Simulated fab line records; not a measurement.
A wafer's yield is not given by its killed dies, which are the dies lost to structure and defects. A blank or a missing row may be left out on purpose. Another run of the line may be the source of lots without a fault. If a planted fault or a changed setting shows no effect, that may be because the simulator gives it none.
Matching of chambers + flow nand_harc + NHARC_A_BONDPAD_DESCUM_11 on rie_diel-08: 4 sister chambers
The step chemistry O2, time 3 s. 16 wafers are shown with their chamber, then 7 later ones without.

== WAFERS WITH THEIR CHAMBER ==
| wafer  | chamber | showerhead_plenum_p_Torr (Torr) | drypump_motor_current_A (A) | oes_product_au (a.u.) |
|--------|---------|---------------------------------|-----------------------------|-----------------------|
| L120.1 | 1       | 2.03                            | 5.86                        | 0.999                 |
| L120.3 | 0       | 2.05                            | 5.94                        | 1.014                 |
| L120.6 | 2       | 1.78                            | 5.49                        | 0.995                 |
| L124.2 | 3       | 1.94                            | 5.57                        | 0.981                 |
| L124.3 | 2       | 1.78                            | 5.48                        | 0.988                 |
| L124.5 | 0       | 2.04                            | 5.93                        | 1.002                 |
| L127.2 | 1       | 2.03                            | 5.94                        | 0.990                 |
| L127.4 | 3       | 1.94                            | 5.59                        | 0.992                 |
| L127.6 | 3       | 1.94                            | 5.56                        | 0.994                 |
| L128.3 | 2       | 1.78                            | 5.49                        | 0.989                 |
| L128.4 | 0       | 2.04                            | 5.94                        | 0.999                 |
| L128.6 | 1       | 2.03                            | 5.91                        | 0.989                 |
| L132.2 | 2       | 1.78                            | 5.48                        | 0.987                 |
| L132.3 | 1       | 2.03                            | 5.90                        | 0.992                 |
| L132.6 | 3       | 1.94                            | 5.55                        | 0.983                 |
| L129.1 | 0       | 2.04                            | 5.95                        | 1.001                 |

SIGNATURES (averages over the wafers above)
| reading                  | chamber 0 | chamber 1 | chamber 2 | chamber 3 | scatter within a chamber |
|--------------------------|-----------|-----------|-----------|-----------|--------------------------|
| showerhead_plenum_p_Torr | 2.0425    | 2.0300    | 1.7800    | 1.9400    | 0.0025                   |
| drypump_motor_current_A  | 5.9400    | 5.9025    | 5.4850    | 5.5675    | 0.0193                   |
| oes_product_au           | 1.00400   | 0.99250   | 0.98975   | 0.98750   | 0.0055                   |
Rule: for a wafer and a chamber, the distance is found by dividing, reading by reading, the gap between the wafer's reading and the chamber's mean by the reading's scatter, squaring, summing and taking the root. The wafer belongs to the nearest chamber; if the next one is less than 2 further off, it can't be placed. The scatter: the root of (the sum of the squares of (reading less its chamber's mean) over the shown wafers, divided by (wafers less chambers)).

== WAFERS WHOSE CHAMBER IS MISSING ==
| wafer  | showerhead_plenum_p_Torr (Torr) | drypump_motor_current_A (A) | oes_product_au (a.u.) |
|--------|---------------------------------|-----------------------------|-----------------------|
| L129.3 | 1.78                            | 5.49                        | 0.980                 |
| L129.5 | 1.94                            | 5.57                        | 0.988                 |
| L137.2 | 1.94                            | 5.56                        | 1.007                 |
| L137.3 | 2.03                            | 5.91                        | 0.998                 |
| L137.6 | 1.94                            | 5.56                        | 0.998                 |
| L136.2 | 2.03                            | 5.92                        | 0.998                 |
| L136.6 | 1.78                            | 5.47                        | 1.016                 |

== CHAMBER TAKEN BY EACH ==
| wafer  | from the rows above | in truth |
|--------|---------------------|----------|
| L129.3 | 2                   | 2        |
| L129.5 | 3                   | 3        |
| L137.2 | 3                   | 3        |
| L137.3 | 1                   | 1        |
| L137.6 | 3                   | 3        |
| L136.2 | 1                   | 1        |
| L136.6 | 2                   | 2        |
Placed correctly: 7 of 7. Left unplaced by these rows: 0. 0 placed wrongly.
